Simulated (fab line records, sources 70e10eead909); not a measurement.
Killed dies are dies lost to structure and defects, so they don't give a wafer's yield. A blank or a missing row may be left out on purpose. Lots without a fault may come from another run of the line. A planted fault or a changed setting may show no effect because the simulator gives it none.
Chamber matching | flow nand_harc | NHARC_P_STI_DESCUM_14 on rie_diel-12: 4 sister chambers
The step chemistry O2, time 3 s. 8 wafers are shown with their chamber, then 7 later ones without.

WAFERS WITH THEIR CHAMBER
wafer  | chamber | oes_product_au (a.u.) | rf_vpp_V (V)
L710.1 | 0       | 1.024                 | 57.2
L715.2 | 2       | 0.986                 | 58.1
L715.3 | 3       | 0.989                 | 59.1
L716.1 | 2       | 0.980                 | 58.4
L716.3 | 0       | 1.022                 | 57.6
L716.5 | 3       | 0.987                 | 57.4
L719.1 | 1       | 1.007                 | 58.7
L719.5 | 1       | 0.993                 | 57.6

WAFERS WITHOUT THEIR CHAMBER
wafer  | oes_product_au (a.u.) | rf_vpp_V (V)
L719.6 | 1.013                 | 58.3
L723.1 | 1.015                 | 58.3
L723.2 | 1.008                 | 57.2
L723.6 | 1.018                 | 57.8
L732.1 | 1.020                 | 58.8
L732.3 | 1.011                 | 57.8
L732.4 | 0.992                 | 59.1

WHICH CHAMBER EACH WENT THROUGH
wafer  | from the rows above          | in truth
L719.6 | can't be placed: 0 or 1      | 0
L723.1 | can't be placed: 0 or 1      | 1
L723.2 | can't be placed: 1 or 0 or 3 | 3
L723.6 | 0                            | 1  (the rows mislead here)
L732.1 | can't be placed: 0 or 1      | 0
L732.3 | can't be placed: 1 or 0      | 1
L732.4 | can't be placed: 3 or 1 or 2 | 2
Placed correctly: 0 of 7. Can't be placed from these rows: 6 (the true chamber is among the candidates in 6). Placed wrongly: 1.
How it was worked out, from the rows above alone: a wafer's distance from a chamber is the root of the sum, over the readings, of the square of ((its reading less the chamber's mean) divided by the reading's scatter). The wafer belongs to the nearest chamber; if the next one is less than 2 further off, it can't be placed. A chamber's mean is the mean of its shown wafers. The scatter: the root of (the sum of the squares of (reading less its chamber's mean) over the shown wafers, divided by (wafers less chambers)).
